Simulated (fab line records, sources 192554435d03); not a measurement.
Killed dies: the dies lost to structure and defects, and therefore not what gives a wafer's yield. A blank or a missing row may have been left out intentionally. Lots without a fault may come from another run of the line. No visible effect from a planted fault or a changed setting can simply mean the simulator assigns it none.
Lot-split experiment | flow n5-finfet | 39 wafers read from 7 lots, route of 1938 steps

## SPLIT DETAILS
At N5_SD_EPI_P_EPI_21 (deposits SiGe:B, time 355 s), the setting epi-growth-time-s was moved away from the recipe's 355 s on 15 of the 39 wafers read, by -5.6% to +11.0%. This setting was run at the recipe's value on the other wafers.

## FROM THE SPLIT TO THE READING: what the file shows between them, 5 steps
- N5_SD_EPI_P_EPI_MEAS_23
- N5_SD_EPI_P_HM_STRIP_48: strips SiNx in H3PO4, material SiNx, target depth 3 nm
- N5_SD_EPI_P_SRD_49: time 30 s
- N5_SD_ACTIVATION_RTA_00: time 0 s
- N5_SD_ACTIVATION_LSA_01: time 0.0008 s

## THE READING
RS_SD_P in ohm/sq, measured at N5_SD_ACTIVATION_RS_MEAS_03 by four-point-probe. Typical for fault-free wafers on this fab line: 56.0 ohm/sq, with standard deviation 1 ohm/sq.

wafer  | tool, chamber at the split | epi-growth-time-s as run, s | against the recipe | RS_SD_P, ohm/sq | against lot-mates on the recipe
L074.2 | epi-rpcvd-03, 0            | 355                         | recipe             | 56.2            | -
L074.4 | epi-rpcvd-03, 0            | 355                         | recipe             | 56.5            | -
L074.5 | epi-rpcvd-03, 0            | 355                         | recipe             | 56.3            | -
L076.1 | epi-rpcvd-03, 0            | 335.1                       | -5.6%              | 58.9            | +3.1
L076.2 | epi-rpcvd-03, 0            | 335.1                       | -5.6%              | 58.0            | +2.2
L076.3 | epi-rpcvd-03, 0            | 335.1                       | -5.6%              | 57.9            | +2.1
L076.4 | epi-rpcvd-03, 0            | 355                         | recipe             | 55.5            | -
L076.5 | epi-rpcvd-03, 0            | 355                         | recipe             | 56.6            | -
L076.6 | epi-rpcvd-03, 0            | 355                         | recipe             | 55.2            | -
L078.1 | epi-rpcvd-01, 0            | 379.3                       | +6.8%              | 52.8            | -2.4
L078.2 | epi-rpcvd-01, 0            | 379.3                       | +6.8%              | 51.6            | -3.6
L078.3 | epi-rpcvd-01, 0            | 379.3                       | +6.8%              | 52.5            | -2.7
L078.4 | epi-rpcvd-01, 0            | 355                         | recipe             | 55.5            | -
L078.5 | epi-rpcvd-01, 0            | 355                         | recipe             | 54.6            | -
L078.6 | epi-rpcvd-01, 0            | 355                         | recipe             | 55.5            | -
L088.1 | epi-rpcvd-04, 0            | 375.1                       | +5.7%              | 53.0            | -1.8
L088.2 | epi-rpcvd-04, 0            | 355                         | recipe             | 54.7            | -
L088.3 | epi-rpcvd-04, 0            | 375.1                       | +5.7%              | 52.8            | -2.0
L088.4 | epi-rpcvd-04, 0            | 355                         | recipe             | 54.9            | -
L088.5 | epi-rpcvd-04, 0            | 355                         | recipe             | 54.8            | -
L088.6 | epi-rpcvd-04, 0            | 375.1                       | +5.7%              | 53.1            | -1.7
L090.1 | epi-rpcvd-04, 0            | 394.1                       | +11.0%             | 52.6            | -3.6
L090.2 | epi-rpcvd-04, 0            | 355                         | recipe             | 55.7            | -
L090.3 | epi-rpcvd-04, 0            | 394.1                       | +11.0%             | 52.4            | -3.8
L090.4 | epi-rpcvd-04, 0            | 394.1                       | +11.0%             | 52.0            | -4.2
L090.5 | epi-rpcvd-04, 0            | 355                         | recipe             | 56.5            | -
L090.6 | epi-rpcvd-04, 0            | 355                         | recipe             | 56.4            | -
L093.1 | epi-rpcvd-01, 0            | 355                         | recipe             | 55.2            | -
L093.2 | epi-rpcvd-01, 0            | 355                         | recipe             | 55.8            | -
L093.3 | epi-rpcvd-01, 0            | 355                         | recipe             | 56.2            | -
L093.4 | epi-rpcvd-01, 0            | 355                         | recipe             | 56.3            | -
L093.5 | epi-rpcvd-01, 0            | 355                         | recipe             | 55.3            | -
L093.6 | epi-rpcvd-01, 0            | 355                         | recipe             | 55.0            | -
L095.1 | epi-rpcvd-03, 0            | 378                         | +6.5%              | 54.2            | -2.5
L095.2 | epi-rpcvd-03, 0            | 355                         | recipe             | 57.4            | -
L095.3 | epi-rpcvd-03, 0            | 355                         | recipe             | 55.8            | -
L095.4 | epi-rpcvd-03, 0            | 355                         | recipe             | 56.8            | -
L095.5 | epi-rpcvd-03, 0            | 378                         | +6.5%              | 54.5            | -2.2
L095.6 | epi-rpcvd-03, 0            | 378                         | +6.5%              | 54.3            | -2.4

THE FIT
A straight line over all 39 wafers: RS_SD_P changes by -0.372 ohm/sq for each +1% of epi-growth-time-s; r = -0.90; the points scatter about the line by 0.79 ohm/sq.
The same after taking each lot's own level away (the mean of its wafers on the recipe; 39 wafers): -0.378 ohm/sq for each +1%; r = -0.96; scatter 0.46 ohm/sq.
That fit puts the effect of the largest move of epi-growth-time-s on the reading at 4.2 ohm/sq.
Across the lots, their own levels run from 54.80 to 56.67 ohm/sq, a range of 1.9 times the standard deviation given above.
Consequently the slope shifts little with the lot-to-lot level, the two slopes agreeing.
Check: with one of the wafers moved furthest among these (+11.0%) left out of the fit, the line predicts -4.19 ohm/sq for it against its lot-mates. Against them it came out at -3.6 ohm/sq.

## THE WHOLE CHAIN: every reading that the file lists as answering this split, in the file's order
step                        | what it does                 | reading                                                                           | change (the file's fit)               | r (the file's)
N5_SD_EPI_P_EPI_21          | deposits SiGe:B, time 355 s  | SiGe-B_of_SD_EPI_P_EPI_21.thk-nm (the simulator's own value, which no gauge read) | +0.412 nm for each +1% of the setting | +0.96
N5_SD_EPI_P_EPI_MEAS_23     |                              | thk-nm                                                                            | withheld for each +1% of the setting  | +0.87
N5_SD_ACTIVATION_RS_MEAS_03 | measures by four-point-probe | RS_SD_P                                                                           | -0.374 for each +1% of the setting    | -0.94

## THE FILE'S OWN FIT
RS_SD_P changes by -0.374 ohm/sq for each +1% of epi-growth-time-s, r = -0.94.
